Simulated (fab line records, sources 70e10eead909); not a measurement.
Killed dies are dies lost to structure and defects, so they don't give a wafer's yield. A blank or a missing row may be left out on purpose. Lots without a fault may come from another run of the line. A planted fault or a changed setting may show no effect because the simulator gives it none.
Which tool did it? | flow nand_harc | 6 lots, 18 wafers sampled, at 3 steps of a route of 1159

WHAT THE GAUGES READ, wafer by wafer
NHARC_P_GATE_CD_MEAS_59: target cd 720 nm.
lot  | measured     | on        | cd_nm (nm)
L989 | day 5 15:26  | cd_sem-01 | 721.2 720.6 720.3
L991 | day 6 03:30  | cd_sem-01 | 720.7 722.2 720.8
L102 | day 9 04:35  | cd_sem-01 | 724.2 721.2 720.2
L105 | day 9 19:43  | cd_sem-01 | 722.3 721.8 722.0
L107 | day 10 01:05 | cd_sem-02 | 721.0 721.0 718.1
L108 | day 10 10:41 | cd_sem-03 | 723.0 722.3 720.6

WHICH TOOL RAN EACH LOT (tool, then ch and the chambers of the sampled wafers, then the start)
lot  | NHARC_P_GATE_HM_DEP_102      | NHARC_P_GATE_EXPOSE_56
L989 | acl_dep-01 ch 0, day 4 23:59 | krf_scanner-03 ch 0, day 5 15:17
L991 | acl_dep-02 ch 0, day 5 12:02 | krf_scanner-03 ch 0, day 6 03:21
L102 | acl_dep-01 ch 0, day 8 11:02 | krf_scanner-04 ch 0, day 9 04:26
L105 | acl_dep-01 ch 0, day 9 02:25 | krf_scanner-03 ch 0, day 9 19:34
L107 | acl_dep-02 ch 0, day 9 10:11 | krf_scanner-03 ch 0, day 10 00:56
L108 | acl_dep-02 ch 0, day 9 19:01 | krf_scanner-04 ch 0, day 10 10:32
- NHARC_P_GATE_HM_DEP_102: deposits aC, target thk 120 nm.
- NHARC_P_GATE_EXPOSE_56: exposes mask P PSD, target cd 720 nm.

THE ANSWER, worked out from the rows above alone
Rule: what is usual is taken from the lots themselves. Put in order of their means at a reading, lots are off if they are a third of the lots or fewer, leave a main group of 4 or more, and stand apart from it by a gap of 3 or more times the standard deviation of the main group's means; of several such gaps the widest counts. A main group whose means are all the same, to the digits that the tables above print for the reading, isn't used. A lot without any number at a reading at which 4 lots or more have one is off too. The other lots that the step has rows for count as sound.
No lot is off at any reading shown: from this, nothing can be told.

WHAT THE SIMULATOR HAD PUT IN
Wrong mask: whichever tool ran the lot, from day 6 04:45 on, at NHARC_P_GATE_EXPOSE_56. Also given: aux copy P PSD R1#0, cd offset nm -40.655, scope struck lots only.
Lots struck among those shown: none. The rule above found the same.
